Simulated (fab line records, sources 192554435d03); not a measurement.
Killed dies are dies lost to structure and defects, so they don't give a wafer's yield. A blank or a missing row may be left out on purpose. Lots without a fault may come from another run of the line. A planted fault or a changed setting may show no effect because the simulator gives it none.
A struck lot beside a sound one | flow n5_finfet | 14 steps out of a route of 1938
Sound: wafers L207.2, L207.4, L207.5. Struck: wafers L215.2, L215.5. The cause comes at the end.
At each step with rows: each side's tool, then ch and its chambers, then its first start. Under that, the readings that differ: sound wafers | struck wafers | difference of the means | sigmas: that difference in standard deviations of wafers without a fault.
alike: readings whose means differ by less than 2 such deviations, and words and numbers that are the same on both sides. not compared: withheld readings, readings that some wafer has no value for, bounds like >300 that may hide the same value, and numbers for which the record gives no deviation and whose values overlap.
The two part at a step that has a row with sigmas, a row that says differs or no value, or rows on one side only. Numbers that don't overlap but have no deviation are shown without sigmas and don't part them. A reading that every wafer of one side lacks parts them only if that side has two wafers or more.

N5_HKMG_FIN_ETCHBACK_68: etches the open film in Cl2/Ar, stops on HfO2, target depth 0.5 nm.
  sound on rie_metal-02 ch 0, day 4 12:51; struck on rie_metal-03 ch 0, day 6 05:33
  alike: drypump_motor_current_A, oes_product_au, throttle_valve_pct
  not compared: rf_hours_counter_h
then, 1 step without rows for these wafers: N5_HKMG_FIN_STRIP_69 (strips in N2/H2, time 360 s).
N5_HKMG_FIN_ALD_21: deposits TiN, target thk 1.5 nm, pulse time 1 s, purge time 3 s.
  sound on ald_metal-02 ch 1,2,3, day 4 13:23; struck on ald_metal-02 ch 0,1, day 6 06:04
  alike: heater_power_outer_w, heater_power_w, precursor_pulse_height_rel
then, 1 step without rows for these wafers: N5_HKMG_FIN_ALD_72 (deposits W, target thk 2 nm, pulse time 1 s, purge time 2 s).
N5_HKMG_FIN_W_FILL_22: material W, target thk 60 nm, time 18.2 s.
  sound on cvd_w-02 ch 0,1, day 4 13:48; struck on cvd_w-01 ch 0,1, day 6 06:30
  alike: heater_power_outer_w, heater_power_w, throttle_valve_pct
then, 4 steps without rows for these wafers: N5_HKMG_FIN_PRECLEAN_83 (cleans in DIW, time 57.5 s); N5_HKMG_FIN_SRD_84 (dry time 32 s); N5_HKMG_FIN_CMP_23 (polishes, stops on SiNx, t overpolish 10 s, target thk 46.326 nm); N5_HKMG_FIN_CMP_94 (polishes, stops on SiNx, t overpolish 4.7 s, target thk 43.299 nm).
N5_HKMG_FIN_INSPECT_28: inspects for defects (darkfield).
  sound on defect_inspect-01, day 4 14:37; struck on defect_inspect-02, day 6 07:19
  alike: raw_defect_count
N5_GATE_CUT_ETCHBACK_00: etches W in SF6/Cl2.
  sound on rie_metal-03 ch 0,1, day 4 14:39; struck on rie_metal-03 ch 1, day 6 07:21
  alike: SF6_flow_sccm, drypump_motor_current_A, oes_product_au, throttle_valve_pct
  not compared: rf_hours_counter_h
N5_GATE_CUT_ETCH_56: etches TiN in Cl2/Ar, target depth 21.6 nm.
  sound on rie_metal-03 ch 0,1, day 4 14:46; struck on rie_metal-03 ch 1, day 6 07:28
  reading                  | sound             | struck      | difference | sigmas
  rf_fwd_power_W (W)       | 597.6 597.2 592.7 | 744.6 741.0 | +147.0     | +61
  model.etch.depth_nm (nm) | 22.45 22.54 21.71 | 27.1 26.95  | +4.8       |
  alike: drypump_motor_current_A, oes_product_au, throttle_valve_pct
  not compared: rf_hours_counter_h
N5_GATE_CUT_ETCHBACK_30: etches TiN in Cl2/Ar, target depth 3 nm.
  sound on rie_metal-03 ch 0,1, day 4 14:52; struck on rie_metal-03 ch 1, day 6 07:34
  alike: drypump_motor_current_A, oes_product_au, throttle_valve_pct
  not compared: rf_hours_counter_h
-- the record jumps here: 4 days lie between the struck wafers' starts before and after (it left off in module GATE_CUT and takes up again in module BEOL_M4, whose first step shown is number 1111 of the route) --
N5_BEOL_M4_RC_MEAS_101:
  sound on prober-02 ch 0, day 8 14:52; struck on prober-01 ch 0, day 10 07:54
  reading   | sound       | struck  | difference | sigmas
  VT_N (mV) | 246 246 250 | 258 252 | +8         | +2
  alike: DIBL_N, DIBL_P, IOFF_N, IOFF_P, ION_N, ION_P, SS_N, SS_P, VT_P

WHERE THEY PART
First at N5_GATE_CUT_ETCH_56; last, within this record, at N5_BEOL_M4_RC_MEAS_101.

WHY: what the simulator had put in
Process parameter drift: rie_metal-03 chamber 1, from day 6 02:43 on, at N5_GATE_CUT_ETCH_56. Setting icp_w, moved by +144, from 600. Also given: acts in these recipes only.
